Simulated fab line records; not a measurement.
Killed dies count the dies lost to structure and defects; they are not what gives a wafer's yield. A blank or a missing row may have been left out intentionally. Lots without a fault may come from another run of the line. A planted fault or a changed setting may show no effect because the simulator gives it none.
fab line records	flow nand_harc
record: lots: 13	wafers: 39	last_day: 33
route steps=1302 shown P_STI@84 P_GATE@131 END@1302
lots untouched by any fault: they come from a run of this same line in which no faults occurred
start_h: the number of hours between the record's first day and the start of the first shown wafer of the lot	wait_h: time in hours since the lot's previous step	" identical to the entry in the row above	L1.1+2: one row covering several wafers at once	- no value, or no start given	* or withheld: withheld	< > ~ a bound
route shown NAME@n: NAME is a module with steps in the file, n the number in the route of the first one	usual: the fault-free wafers' mean and standard deviation	same: alike in all rows	chamber/n: place in a boat	sites: readings site by site	_std_site: how widely they spread, as a standard deviation	_edge_site: inner sites' mean taken away from outer sites' mean	radius_mm: how far each site lies from the wafer's centre	mask NAME#n: copy n	behind: tool/chamber where the wafer was last shaped	hold: the reason the lot was held/the length of the hold in hours/how it ended	device: transistor that didn't switch, given as n, p or np	end of line: at the end of the route, the tests of the same wafers	step lacking rows: just its recipe	killed: dies lost to structure and defects at the first sort, not the wafer's yield	map: shows each die of a wafer: x if killed, . if not, _ if none is there
set.NAME: setting as actually run; set.NAME@STEP: the setting as run at that earlier step	model.NAME: the simulator's own value behind a step, which no gauge read
steps of the route over a sample of lots; a table a step, a row a wafer
services: from which hour (start_h, from the record's first day; less than 0 if before it) a tool's chamber was out of use, for how many hours, and why
== steps ==
step: NHARC_P_STI_OVL_MEAS_10
usual: overlay_x_nm: -2/5.7	overlay_y_nm: -2/5.8
lot.wafer	tool	chamber	start_h	wait_h	overlay_x_nm	overlay_y_nm
L345.2	overlay-02	-	49.48	-	-6	15
L345.3	"	-	"	"	-6	16
L345.4	"	-	"	"	-6	15
L353.1	overlay-01	-	124.17	-	-3	-4
L353.2	"	-	"	"	-3	-4
L353.5	"	-	"	"	-3	-4
L354.2	overlay-01	-	134.03	-	-7	-6
L354.4	"	-	"	"	-7	-6
L354.5	"	-	"	"	-7	-5
L357.1	overlay-02	-	162.73	-	-1	-6
L357.2	"	-	"	"	-1	-6
L357.4	"	-	"	"	-1	-5
L358.1	overlay-02	-	178.44	-	-5	-5
L358.3	"	-	"	"	-5	-5
L358.6	"	-	"	"	-5	-5
L359.3	overlay-02	-	185.30	-	-4	-2
L359.5	"	-	"	"	-4	-1
L359.6	"	-	"	"	-4	-2
L360.3	overlay-01	-	192.69	-	0	-2
L360.5	"	-	"	"	0	-2
L360.6	"	-	"	"	0	-2
L362.1	overlay-01	-	214.22	-	-10	-9
L362.3	"	-	"	"	-11	-9
L362.5	"	-	"	"	-10	-9
L363.2	overlay-01	-	222.98	-	10	-7
L363.4	"	-	"	"	11	-6
L363.6	"	-	"	"	10	-7
L364.3	overlay-01	-	236.36	-	-1	-6
L364.5	"	-	"	"	-1	-6
L364.6	"	-	"	"	-1	-6
L365.1	overlay-01	-	246.70	-	1	1
L365.3	"	-	"	"	2	1
L365.4	"	-	"	"	2	1
L367.1	overlay-02	-	264.10	-	-10	8
L367.2	"	-	"	"	-10	8
L367.5	"	-	"	"	-11	7
L368.2	overlay-02	-	272.51	-	0	-3
L368.3	"	-	"	"	0	-4
L368.4	"	-	"	"	0	-4
step: NHARC_P_STI_ETCH_31
recipe: target_depth_a: 1089	time_s: 54.5	cf4_flow_sccm: 100	chf3_flow_sccm: 30	ar_flow_sccm: 0	rf_w: 500	bias_w: 200	chemistry: CF4/CHF3
usual: bias_w: 200.1/0.59	drypump_motor_current_A: 5.8/0.36	oes_product_au: 0.965/0.02	rf_vpp_V: 370.8/2	showerhead_plenum_p_Torr: 1.58/0.051	throttle_valve_pct: 16.801/0.0085
lot.wafer	tool	chamber	start_h	wait_h	bias_w	drypump_motor_current_A	oes_product_au	rf_hours_counter_h	rf_vpp_V	showerhead_plenum_p_Torr	throttle_valve_pct
L345.3	rie_diel-02	2	-	-	199.5	5.4	0.992	0	370.9	1.56	16.818
L345.2	"	3	"	"	199.7	5.8	0.964	0	370.3	1.58	16.789
L345.4	"	0	"	"	199.6	5.5	0.966	0	369.6	1.56	16.787
L353.2	rie_diel-12	0	-	-	198.8	5.7	0.916	2	369.3	1.54	16.817
L353.1	"	2	"	"	199.6	5.7	0.934	2	369.2	1.55	16.801
L353.5	"	0	"	"	200.3	5.7	0.923	-	369.7	1.54	16.794
L354.2	rie_diel-12	1	-	-	200.0	5.2	0.986	1	367.7	1.49	16.799
L354.4	"	2	"	"	200.3	5.7	0.954	2	370.4	1.55	16.810
L354.5	"	1	"	"	200.1	5.2	0.975	-	368.0	1.49	16.802
L357.2	rie_diel-01	0	-	-	199.9	5.9	0.957	11	369.6	1.51	16.812
L357.1	"	1	"	"	200.2	5.7	0.991	11	376.0	1.68	16.801
L357.4	"	3	"	"	199.8	6.1	0.952	12	369.8	1.60	16.799
L358.3	rie_diel-01	2	-	-	199.9	6.3	0.978	13	372.7	1.64	16.796
L358.1	"	0	"	"	199.6	5.8	0.984	12	370.0	1.51	16.792
L358.6	"	2	"	"	198.9	6.3	0.976	-	373.5	1.64	16.796
L359.3	rie_diel-01	1	-	-	200.1	5.7	0.993	13	374.4	1.68	16.802
L359.6	"	3	"	"	199.8	6.1	0.944	-	371.1	1.60	16.792
L359.5	"	0	"	"	201.0	5.8	0.959	-	369.0	1.51	16.797
L360.3	rie_diel-02	1	-	-	199.5	6.0	0.973	6	372.8	1.62	16.786
L360.5	"	2	"	"	200.2	5.4	0.980	-	369.1	1.56	16.787
L360.6	"	3	"	"	200.1	5.9	0.937	-	372.4	1.58	16.788
L362.3	rie_diel-12	1	-	-	199.9	5.2	1.024	8	368.1	1.49	16.799
L362.1	"	0	"	"	200.1	5.7	0.953	8	370.1	1.53	16.805
L362.5	"	2	"	"	200.8	5.7	0.944	-	370.1	1.55	16.801
L363.4	rie_diel-01	0	-	-	200.2	5.9	0.966	0	368.5	1.51	16.792
L363.2	"	1	"	"	199.5	5.6	0.982	0	374.2	1.68	16.808
L363.6	"	2	"	"	198.8	6.3	0.963	-	373.2	1.64	16.813
L364.3	rie_diel-02	3	-	-	200.2	5.9	0.961	1	370.7	1.58	16.807
L364.6	"	2	"	"	200.2	5.4	0.958	-	370.4	1.56	16.787
L364.5	"	3	"	"	200.4	5.8	0.957	-	370.3	1.58	16.799
L365.3	rie_diel-01	2	-	-	200.5	6.3	0.969	3	372.9	1.64	16.804
L365.1	"	3	"	"	199.2	6.1	0.956	3	373.2	1.60	16.798
L365.4	"	1	"	"	200.7	5.6	0.996	3	373.9	1.68	16.798
L367.2	rie_diel-02	1	-	-	199.9	6.1	0.956	2	372.5	1.62	16.790
L367.1	"	3	"	"	201.0	5.9	0.928	2	371.5	1.58	16.813
L367.5	"	1	"	"	200.2	6.1	0.964	-	373.9	1.62	16.809
L368.3	rie_diel-01	2	-	-	199.5	6.3	0.967	5	373.1	1.64	16.788
L368.4	"	3	"	"	200.6	6.0	0.984	6	371.0	1.60	16.815
L368.2	"	0	"	"	200.8	5.9	0.976	5	367.1	1.51	16.802
step: NHARC_P_GATE_HM_DEP_102
recipe: target_thk_a: 1200	temp_c: 400	material: aC
usual: throttle_valve_pct: 34.999/0.0091
lot.wafer	tool	chamber	start_h	wait_h	throttle_valve_pct
L345.2	acl_dep-01	0	100.39	0.5	34.990
L345.3	"	0	"	"	34.999
L345.4	"	0	"	"	34.989
L353.1	acl_dep-03	0	179.66	1.0	35.003
L353.2	"	0	"	"	34.975
L353.5	"	0	"	"	34.987
L353.1	acl_dep-02	0	181.84	2.1	34.997
L353.2	"	0	"	"	35.001
L353.5	"	0	"	"	35.015
L354.2	acl_dep-02	0	187.55	2.3	34.998
L354.4	"	0	"	"	35.001
L354.5	"	0	"	"	35.004
L354.2	acl_dep-03	0	189.78	2.1	35.001
L354.4	"	0	"	"	34.990
L354.5	"	0	"	"	35.006
L357.1	acl_dep-02	0	211.88	0.6	34.990
L357.2	"	0	"	"	35.012
L357.4	"	0	"	"	34.987
L360.3	acl_dep-03	0	237.92	0.6	34.999
L360.5	"	0	"	"	34.983
L360.6	"	0	"	"	35.013
L359.3	acl_dep-03	0	238.57	1.2	34.992
L359.5	"	0	"	"	34.991
L359.6	"	0	"	"	35.002
L358.1	acl_dep-02	0	238.69	1.4	34.987
L358.3	"	0	"	"	35.006
L358.6	"	0	"	"	34.996
L362.1	acl_dep-01	0	266.41	0.4	35.005
L362.3	"	0	"	"	34.997
L362.5	"	0	"	"	34.996
L363.2	acl_dep-03	0	273.40	0.5	35.012
L363.4	"	0	"	"	34.985
L363.6	"	0	"	"	34.982
L364.3	acl_dep-01	0	286.26	0.6	34.999
L364.5	"	0	"	"	35.011
L364.6	"	0	"	"	35.016
L365.1	acl_dep-02	0	302.30	3.1	35.009
L365.3	"	0	"	"	35.021
L365.4	"	0	"	"	35.010
L367.1	acl_dep-01	0	319.17	4.2	35.001
L367.2	"	0	"	"	34.999
L367.5	"	0	"	"	35.004
L368.2	acl_dep-02	0	323.44	3.5	34.999
L368.3	"	0	"	"	34.997
L368.4	"	0	"	"	35.006
step: NHARC_P_GATE_OVL_MEAS_27
usual: overlay_x_nm: 0.3/0.73	overlay_y_nm: 0.2/0.81
lot.wafer	tool	chamber	start_h	wait_h	overlay_x_nm	overlay_y_nm
L345.2	overlay-02	-	101.71	-	0.0	0.6
L345.3	"	-	"	"	0.4	0.6
L345.4	"	-	"	"	-0.3	0.9
L353.1	overlay-01	-	183.44	-	1.2	0.5
L353.2	"	-	"	"	0.1	0.0
L353.5	"	-	"	"	0.4	0.0
L354.2	overlay-02	-	190.99	-	-0.4	0.7
L354.4	"	-	"	"	-0.4	0.5
L354.5	"	-	"	"	-0.4	1.1
L357.1	overlay-02	-	213.30	-	0.8	0.6
L357.2	"	-	"	"	0.8	-0.2
L357.4	"	-	"	"	0.7	-0.5
L360.3	overlay-01	-	239.14	-	-0.5	-0.9
L360.5	"	-	"	"	-0.1	-0.8
L360.6	"	-	"	"	-0.7	-0.9
L359.3	overlay-01	-	239.74	-	-0.6	-0.5
L359.5	"	-	"	"	-0.6	-0.6
L359.6	"	-	"	"	-0.8	-0.6
L358.1	overlay-01	-	240.08	-	1.3	1.0
L358.3	"	-	"	"	0.6	1.0
L358.6	"	-	"	"	0.4	0.9
L362.1	overlay-01	-	267.84	-	-0.5	-0.7
L362.3	"	-	"	"	-1.0	-0.4
L362.5	"	-	"	"	-0.7	-0.5
L363.2	overlay-02	-	274.62	-	1.2	-0.5
L363.4	"	-	"	"	1.0	-0.3
L363.6	"	-	"	"	0.5	0.4
L364.3	overlay-01	-	287.47	-	-0.4	-0.4
L364.5	"	-	"	"	-0.4	-0.7
L364.6	"	-	"	"	-0.1	0.0
L365.1	overlay-02	-	303.73	-	-0.7	1.2
L365.3	"	-	"	"	0.2	1.4
L365.4	"	-	"	"	0.0	1.4
L367.1	overlay-02	-	320.47	-	0.6	1.5
L367.2	"	-	"	"	0.7	0.7
L367.5	"	-	"	"	1.0	0.5
L368.2	overlay-01	-	324.76	-	0.1	1.6
L368.3	"	-	"	"	0.3	0.7
L368.4	"	-	"	"	0.2	1.3
step: NHARC_END_SORT_01
recipe: temp_c: 25
usual: killed_at_array: 52/19	killed_at_other: 0.9/1.3	killed_at_periphery: 4/3.1	killed_dies: 57/18	killed_open: 3.2/1.7	killed_short: 2.3/1.4
same: gross_dies: 677
lot.wafer	tool	chamber	start_h	wait_h	killed_at_array	killed_at_other	killed_at_periphery	killed_dies	killed_open	killed_short
L354.4	prober-01	0	656.68	3.4	49	0	3	52	1	3
L360.3	prober-01	0	696.74	3.1	41	0	8	49	4	1
L360.5	prober-01	0	698.33	3.7	51	0	7	58	2	8
L360.6	prober-01	0	699.13	4.0	50	0	15	65	6	3
L363.2	prober-02	0	739.00	2.8	57	0	2	59	2	2
L363.4	prober-02	0	740.60	3.4	52	0	0	52	4	2
L363.6	prober-02	0	742.20	4.0	44	0	2	46	3	2
L365.1	prober-02	0	788.76	2.5	18	1	8	27	5	3
L365.3	prober-02	0	790.33	3.1	24	1	14	39	3	1
L365.4	prober-02	0	791.12	3.4	25	0	13	38	4	1
killed by level:class
L354.4 A_SLIT:chamber_film_flake=17 A_CHANNEL_HOLE_D2:chamber_film_flake=15 A_STAIRCASE:chamber_film_flake=8 A_DECK1_JOINT:chamber_film_flake=4 P_CONTACT:chamber_film_flake=3 A_ONON_D1:geometric_particle:short=1 A_ONON_D2:geometric_particle:open=1 A_BLC:geometric_particle:short=1
L360.3 A_CHANNEL_HOLE_D1:chamber_film_flake=29 P_GATE:chamber_film_flake=6 A_SLIT:chamber_film_flake=2 A_STAIRCASE:chamber_film_flake=2 A_M1:chamber_film_flake=2 P_M0:geometric_particle:open=1 A_ONON_D1:geometric_particle:open=1 A_ONON_D2:geometric_particle:open=1
L360.5 A_CHANNEL_HOLE_D1:chamber_film_flake=32 P_GATE:chamber_film_flake=5 A_STAIRCASE:chamber_film_flake=4 A_WL_FILL:geometric_particle:short=3 A_SLIT:chamber_film_flake=3 A_ONON_D1:geometric_particle:short=2 P_M0:geometric_particle:open=1 P_M2:geometric_particle:short=1
L360.6 A_CHANNEL_HOLE_D1:chamber_film_flake=33 P_GATE:chamber_film_flake=11 A_STAIRCASE:chamber_film_flake=4 A_SLIT:chamber_film_flake=4 P_GATE:geometric_particle:short=1 P_M0:geometric_particle:open=1 P_M1:geometric_particle:open=1 A_CHANNEL_HOLE_D1:geometric_particle:short=1
L363.2 A_SLIT:chamber_film_flake=31 A_CHANNEL_HOLE_D1:chamber_film_flake=10 A_CONTACT:chamber_film_flake=8 P_GATE:geometric_particle:open=1 P_M0:geometric_particle:short=1 A_CHANNEL_FILL_D1:geometric_particle:short=1 A_ONON_D2:geometric_particle:open=1 A_ZERO_WELL:chamber_film_flake=1
L363.4 A_SLIT:chamber_film_flake=17 A_CHANNEL_HOLE_D1:chamber_film_flake=13 A_CONTACT:chamber_film_flake=11 A_ZERO_WELL:chamber_film_flake=3 A_ONON_D1:geometric_particle:short=1 A_CHANNEL_FILL_D2:geometric_particle:open=1 A_SGD_CUT:geometric_particle:open=1 A_WL_FILL:geometric_particle:short=1
L363.6 A_SLIT:chamber_film_flake=14 A_CHANNEL_HOLE_D1:chamber_film_flake=12 A_CONTACT:chamber_film_flake=6 A_SGD_CUT:geometric_particle:open=2 P_STI:chamber_film_flake=2 A_CHANNEL_HOLE_D2:chamber_film_flake=2 A_CHANNEL_FILL_D2:chamber_film_flake=2 A_BLC:geometric_particle:short=1
L365.1 A_SLIT:chamber_film_flake=11 P_GATE:chamber_film_flake=3 A_DECK1_JOINT:geometric_particle:open=2 P_CONTACT:chamber_film_flake=2 P_GATE:geometric_particle:open=1 P_M0:geometric_particle:short=1 P_BONDPAD:geometric_particle:short=1 A_CHANNEL_FILL_D2:geometric_particle:open=1
L365.3 A_SLIT:chamber_film_flake=8 P_GATE:chamber_film_flake=6 P_CONTACT:chamber_film_flake=5 A_STAIRCASE:chamber_film_flake=5 A_DECK1_JOINT:chamber_film_flake=3 A_CHANNEL_HOLE_D1:chamber_film_flake=2 A_CHANNEL_FILL_D1:chamber_film_flake=2 A_CONTACT:chamber_film_flake=2
L365.4 A_SLIT:chamber_film_flake=11 P_GATE:chamber_film_flake=7 P_CONTACT:chamber_film_flake=4 A_ZERO_WELL:chamber_film_flake=3 A_STAIRCASE:chamber_film_flake=3 P_GATE:geometric_particle:open=2 A_CHANNEL_HOLE_D1:chamber_film_flake=2 A_CONTACT:chamber_film_flake=2
== services ==
tool	chamber	start_h	hours	kind
rie_diel-01	-	26.80	9.0	pm
rie_diel-01	0	26.80	9.0	vent_cycle
rie_diel-01	1	26.80	9.0	vent_cycle
rie_diel-02	-	39.70	9.0	pm
acl_dep-02	-	61.18	13.0	pm
rie_diel-12	0	68.86	5.7	repair
acl_dep-02	-	87.25	0.6	repair
rie_diel-12	-	91.43	9.0	pm
rie_diel-12	1	109.23	2.7	repair
acl_dep-03	-	117.66	13.0	pm
rie_diel-12	1	123.92	2.9	repair
rie_diel-12	2	146.56	9.0	repair
acl_dep-01	-	192.79	13.0	pm
rie_diel-01	-	203.80	9.0	pm
rie_diel-02	-	216.70	9.0	pm
acl_dep-02	-	243.57	13.0	pm
rie_diel-12	-	243.82	0.8	repair
rie_diel-02	3	254.78	8.2	repair
rie_diel-12	-	268.43	9.0	pm
rie_diel-12	2	293.71	12.6	repair
rie_diel-02	3	294.24	3.5	repair
acl_dep-03	-	298.67	13.0	pm
acl_dep-03	-	315.68	6.5	repair
acl_dep-02	-	318.28	3.1	repair
== key ==
first_sign: step: NHARC_P_GATE_HM_DEP_102	reading: visit	direction: added
effect none on later readings
met_at NHARC_P_GATE_HM_DEP_102
struck_lots L353,L354
tester_left_out L353,L354
not_acting_at NHARC_P_STI_OVL_MEAS_10,NHARC_P_STI_ETCH_31,NHARC_P_GATE_OVL_MEAS_27
fault: kind: repeated_step_whole	tool: acl_dep-01,acl_dep-02,acl_dep-03	chamber: -	onset_h: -	steps: NHARC_P_GATE_HM_DEP_102	times: 1	scope: struck_lots_only
tester_left_out: of these lots the tester's yield and bins aren't shown, on N5 and GAA mostly nor the transistor test; their killed dies are dies lost to structure and defects alone, not to doping, threshold or leakage, so they don't give the yield
